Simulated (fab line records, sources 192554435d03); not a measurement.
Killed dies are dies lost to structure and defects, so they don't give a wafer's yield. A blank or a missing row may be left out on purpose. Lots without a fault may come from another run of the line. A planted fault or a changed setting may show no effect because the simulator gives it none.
fab line records | flow n5_finfet
record lots=4 wafers=12 last_day=20
route steps=1938 shown BEOL_M11@1592 BEOL_M12@1602 PASSIVATION@1936
lots that met no fault: from a run of the same line without faults
start_h: hours from the record's first day to the start of the lot's first wafer shown | wait_h: hours since the lot's step before | " the same as in the row above | L1.1+2: a row that stands for several wafers | - no value, or no start given | * or withheld: withheld | < > ~ a bound
route shown NAME@n: a module of which the file shows steps, and the number in the route of the first | usual: mean/standard deviation of fault-free wafers | same: alike in all rows | chamber/n: place in a boat | sites: the reading at each site | _std_site: their standard deviation | _edge_site: outer sites' mean less inner sites' | radius_mm: how far each site lies from the wafer's centre | mask NAME#n: copy n | behind: the tool/chamber that last shaped the wafer | hold: why the lot was held/for how many hours/how that ended | device: the transistor (n, p or np) that didn't switch | end of line: the same wafers' tests at the end of the route | a step without rows: its recipe alone | killed: dies lost to structure and defects at the first sort, not the wafer's yield | map: a wafer's dies, x killed, . not, _ none there
set.NAME: the setting as run; set.NAME@STEP: as run at that earlier step | model.NAME: the simulator's own value behind a step, which no gauge read
lots at some steps of the route; a table a step, a row a wafer
services: from which hour (start_h, from the record's first day; less than 0 if before it) a tool's chamber was out of use, for how many hours, and why
## steps
# step N5_BEOL_M11_CVD_75
# recipe material=Co target_thk_a=20 temp_c=withheld precursor=CCTBA/H2 pressure_torr=30 time_s=138.9
# step N5_BEOL_M11_SPUTTER_48
# recipe material=Cu target_thk_a=120 temp_c=-20 bias_v=60 power_w=26000 chamber_pressure_pa=0.13 time_s=2
# step N5_BEOL_M11_ECD_50
# recipe material=Cu target_thk_a=3180
# step N5_BEOL_M11_ANNEAL_51
# recipe temp_c=225 time_s=90 ambient=N2
# step N5_BEOL_M11_CMP_52
# recipe stop_on=SiCOH_lowk t_overpolish_s=7 down_force_psi=1 platen_rpm=50 clearing_platen_down_force_psi=1.5 clearing_platen_rpm=50 post_cmp_clean=cu_alkaline target_thk_nm=140 clearing_platen_pad_velocity_m_s=0.99484 pad_velocity_m_s=0.99484
# step N5_BEOL_M11_PRE_CLEAN_55
# recipe gas=NH3 time_s=15 temp_c=withheld rf_power_w=300
# step N5_BEOL_M11_DEP_56
# recipe material=SiCN target_thk_a=300 temp_c=withheld precursor=3MS/NH3 pressure_torr=3 rf_w=675 time_s=10.5
# step N5_BEOL_M12_ILD_DEP_00
# recipe material=SiOC target_thk_a=6589.2 temp_c=350 precursor=DEMS/O2 pressure_torr=5 rf_w=500 time_s=130.7
# step N5_BEOL_M12_COAT_58
# recipe resist=BARC temp_c=205 time_s=60 spin_rpm=1500 resist_thk_nm=89
# usual resist_line_temp_C=23.03/0.092 spin_speed_rpm=1500.1/1.1
# columns lot.wafer tool chamber start_h wait_h resist_line_temp_C spin_speed_rpm model.BARC_of_BEOL_M12_COAT_58.thk_nm
L380.1 litho_track-04 0 337.57 0.0 23.00 1441.8 91
L380.2 " 0 " " 23.10 1441.3 91.2
L380.6 " 0 " " 23.05 1440.9 91.2
L382.1 litho_track-04 0 344.93 0.0 22.99 1441.1 90.6
L382.2 " 0 " " 23.02 1440.2 91
L382.3 " 0 " " 23.24 1441.0 91
L388.1 litho_track-05 0 370.41 0.0 22.98 1501.6 89.2
L388.5 " 0 " " 23.04 1499.9 89.4
L388.6 " 0 " " 23.00 1497.7 89.2
L392.3 litho_track-04 0 426.54 0.0 23.02 1500.2 89.4
L392.4 " 0 " " 23.07 1500.3 89
L392.6 " 0 " " 23.03 1500.6 89.6
# step N5_BEOL_M12_COAT_04
# recipe spin_rpm=1625 resist_thk_nm=400
# step N5_BEOL_M12_EBR_06
# recipe solvent=PGMEA ebr_width_mm=1.5
# step N5_BEOL_M12_SOFTBAKE_05
# recipe temp_c=130 time_s=60
# step N5_BEOL_M12_EXPOSE_07
# recipe mask_id=V11 na=0.93 source_shape=conventional sigma_outer=0.6 polarization=unpolarized attpsm_phase_deg=180 dose_mj=32.5
# step N5_BEOL_M12_PEB_08
# recipe peb_temp_c=130 peb_time_s=90
# step N5_BEOL_M12_DEVELOP_09
# recipe develop_time_s=45 rinse_liquid=diw dry=air_spin dev_temp_c=21
# step N5_BEOL_M12_HARDBAKE_14
# recipe temp_c=130 time_s=120
# step N5_BEOL_M12_DESCUM_15
# recipe chemistry=O2 time_s=7.9 source_power_w=50 bias_power_w=20 pressure_mtorr=20 rf_frequency_hz=2.712e+07 temp_c=40 o2_flow_sccm=225
# step N5_BEOL_M12_ETCH_59
# recipe chemistry=N2/H2 target=BARC target_depth_a=890 overetch_a=267 time_s=67.9 ion_energy_ev=200 pressure_mtorr=30 source_w=840 bias_w=150 n2_flow_sccm=200 h2_flow_sccm=200
# usual drypump_motor_current_A=5.6/0.49 oes_product_au=0.70/0.051 rf_vpp_V=525.0/2.8 showerhead_plenum_p_Torr=2.58/0.099 throttle_valve_pct=17.82/0.14
# columns lot.wafer tool chamber start_h wait_h drypump_motor_current_A oes_product_au rf_hours_counter_h rf_vpp_V showerhead_plenum_p_Torr throttle_valve_pct model.etch.depth_nm
L380.1 rie_diel-04 2 338.46 0.0 6.1 0.65 152 524.3 2.54 17.72 91.04
L380.2 " 3 " " 6.1 0.75 53 527.3 2.69 17.82 91.18
L380.6 " 1 " " 5.0 0.70 - 528.1 2.69 17.73 91.16
L382.1 rie_diel-01 3 345.57 0.0 6.3 0.70 86 521.5 2.47 17.99 90.67
L382.2 " 2 " " 5.3 0.71 78 527.5 2.68 17.80 91.05
L382.3 " 0 " " 5.8 0.66 147 523.2 2.53 17.77 90.94
L388.1 rie_diel-03 2 371.27 0.0 5.3 0.79 16 528.4 2.72 17.77 89.26
L388.5 " 0 " " 5.5 0.73 - 522.0 2.46 17.53 89.44
L388.6 " 3 " " 4.9 0.84 - 524.9 2.60 17.86 89.19
L392.3 rie_diel-01 3 426.94 0.0 6.3 0.66 116 522.5 2.46 18.03 89.46
L392.4 " 0 " " 5.8 0.63 176 524.6 2.52 17.82 89.05
L392.6 " 3 " " 6.3 0.67 - 521.1 2.46 18.04 89.5
# step N5_BEOL_M12_VIA_ETCH_16
# recipe chemistry=C4F8/O2/Ar target=SiOC pressure_mtorr=30 source_w=3000 bias_w=700 Ar_flow_sccm=400 C4F8_flow_sccm=15 O2_flow_sccm=8 he_inner_torr=15 he_outer_torr=30 target_depth_a=7248 time_s=withheld ion_energy_ev=250 ends=cleared
# step N5_BEOL_M12_STRIP_63
# recipe chemistry=N2/H2 power_w=1000 temp_c=250 h2_frac=0.65 overash_fraction=0.3 pressure_mtorr=1000 n2_flow_sccm=1750 h2_flow_sccm=3250
# step N5_BEOL_M12_STRIP_64
# recipe chemistry=N2/H2 power_w=1000 temp_c=250 h2_frac=0.65 overash_fraction=0.3 pressure_mtorr=withheld n2_flow_sccm=1750 h2_flow_sccm=3250
# usual drypump_motor_current_A=5.9/0.51 heater_power_w=349/52 oes_product_au=0.715/0.0048 strip_time_to_endpoint_s=31.38/0.065
# columns lot.wafer tool chamber start_h wait_h drypump_motor_current_A heater_power_w oes_product_au rf_hours_counter_h strip_time_to_endpoint_s
L380.1 plasma_asher-02 1 338.77 0.0 5.8 417 0.714 84 31.91
L380.2 " 0 " " 5.1 355 0.715 84 31.93
L380.6 " 0 " " 5.1 350 0.708 - 31.93
L382.1 plasma_asher-02 0 345.89 0.0 5.1 343 0.715 87 31.79
L382.2 " 1 " " 5.9 422 0.708 87 31.90
L382.3 " 0 " " 5.1 348 0.714 - 31.86
L388.1 plasma_asher-01 0 371.58 0.0 6.1 269 0.716 149 31.40
L388.5 " 0 " " 6.0 269 0.716 - 31.43
L388.6 " 1 " " 6.5 356 0.717 - 31.36
L392.3 plasma_asher-02 1 427.28 0.0 5.8 432 0.717 - 31.44
L392.4 " 0 " " 5.1 349 0.713 - 31.33
L392.6 " 1 " " 5.9 416 0.715 - 31.45
# step N5_BEOL_M12_STRIP_71
# recipe chemistry=post_etch_residue_remover time_s=60 temp_c=25 remover_ph=withheld remover_water_wt_pct=withheld remover_fluoride_wt_pct=withheld
# step N5_PASSIVATION_PROBE_49
# usual defect_limited_yield=91.1/1.5 killed_at_M0_to_M3=36/11 killed_at_M4_up=14/5.6 killed_at_contacts=11/5.6 killed_at_front_end=40/12 killed_at_other=4/3.2 killed_dies=105/17 killed_open=69/12 killed_short=34/8.4 sort_bin_5_function=5.2/0.95 sort_bin_6_memory=3.3/0.63 sort_n_pass=1075/17 sort_yield_pct=91.1/1.5
# same gross_dies=1180 killed_at_back_side=0 sort_bin_4_leakage[%]=0 sort_bin_8_speed[%]=0
# columns lot.wafer tool chamber start_h wait_h defect_limited_yield[%] killed_at_M0_to_M3 killed_at_M4_up killed_at_contacts killed_at_front_end killed_at_other killed_dies killed_open killed_short sort_bin_5_function[%] sort_bin_6_memory[%] sort_n_pass sort_yield_pct[%]
L388.1 prober-02 - 413.11 0.0 89.4 53 7 20 36 9 125 77 48 6.5 3.4 1055 89.4
L388.5 prober-02 - 413.31 0.2 91.8 27 14 10 46 0 97 65 28 4.4 3.3 1083 91.8
L388.6 prober-02 - 413.36 0.3 91.3 39 14 12 37 1 103 68 35 5.6 2.9 1077 91.3
# killed by level:class
L388.1 MOL_CONTACT_COAG:geometric_particle:open=13 BEOL_M0_SAQP:geometric_particle:short=12 BEOL_M2:geometric_particle:open=10 FIN_SAQP:geometric_particle:open=9 BEOL_M1:geometric_particle:open=8 DUMMY_GATE:geometric_particle:open=7 MOL_CONTACT_COAG:geometric_particle:short=7 BEOL_M3:geometric_particle:short=6
L388.5 FIN_SAQP:geometric_particle:open=13 MOL_CONTACT_COAG:geometric_particle:open=10 FIN_SAQP:geometric_particle:short=7 BEOL_M0_SAQP:geometric_particle:open=7 BEOL_M1:geometric_particle:open=6 BEOL_M2:geometric_particle:open=6 BEOL_M0_SAQP:geometric_particle:short=5 DUMMY_GATE:geometric_particle:open=4
L388.6 BEOL_M1:geometric_particle:open=15 FIN_SAQP:geometric_particle:open=10 MOL_CONTACT_COAG:geometric_particle:open=7 BEOL_M2:geometric_particle:open=7 DUMMY_GATE:geometric_particle:open=6 STI_FIN_REVEAL:geometric_particle:open=5 MOL_CONTACT_COAG:geometric_particle:short=5 BEOL_M5:geometric_particle:open=5
## services
# columns tool chamber start_h hours kind
rie_diel-03 2 313.71 - clean
rie_diel-03 2 313.71 - consumable_replace:focus_ring
rie_diel-03 2 313.71 - consumable_replace:showerhead
rie_diel-03 2 313.71 17.9 scheduled_down
rie_diel-03 2 313.71 17.9 vent_cycle
rie_diel-03 3 331.61 - clean
rie_diel-03 3 331.61 - consumable_replace:focus_ring
rie_diel-03 3 331.61 20.4 scheduled_down
rie_diel-03 3 331.61 20.4 vent_cycle
plasma_asher-02 - 332.58 3.2 repair
plasma_asher-01 - 336.00 15.6 pm
rie_diel-03 - 353.27 4.3 pm
plasma_asher-02 - 403.43 2.2 repair
plasma_asher-01 - 415.64 2.8 pm
## key
first_sign step=N5_BEOL_M12_COAT_58 reading=spin_speed_rpm direction=down sigmas=56 usual=* struck=*
effect step=N5_BEOL_M12_STRIP_64 reading=strip_time_to_endpoint_s direction=up sigmas=7.8 usual=* struck=*
model_effect step=N5_BEOL_M12_COAT_58 value=BARC_of_BEOL_M12_COAT_58.thk_nm without=89.2 struck=91
model_effect step=N5_BEOL_M12_ETCH_59 value=etch.depth_nm without=89.21 struck=91.01
met_at N5_BEOL_M12_COAT_58
struck_wafers L380.1,L380.2,L380.6,L382.1,L382.2,L382.3
fault kind=process_parameter_drift tool=litho_track-04 chamber=- onset_h=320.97 steps=N5_BEOL_M12_COAT_58 channel=spin_rpm offset=* shape=step end_h=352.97 acts_in=* stated=*
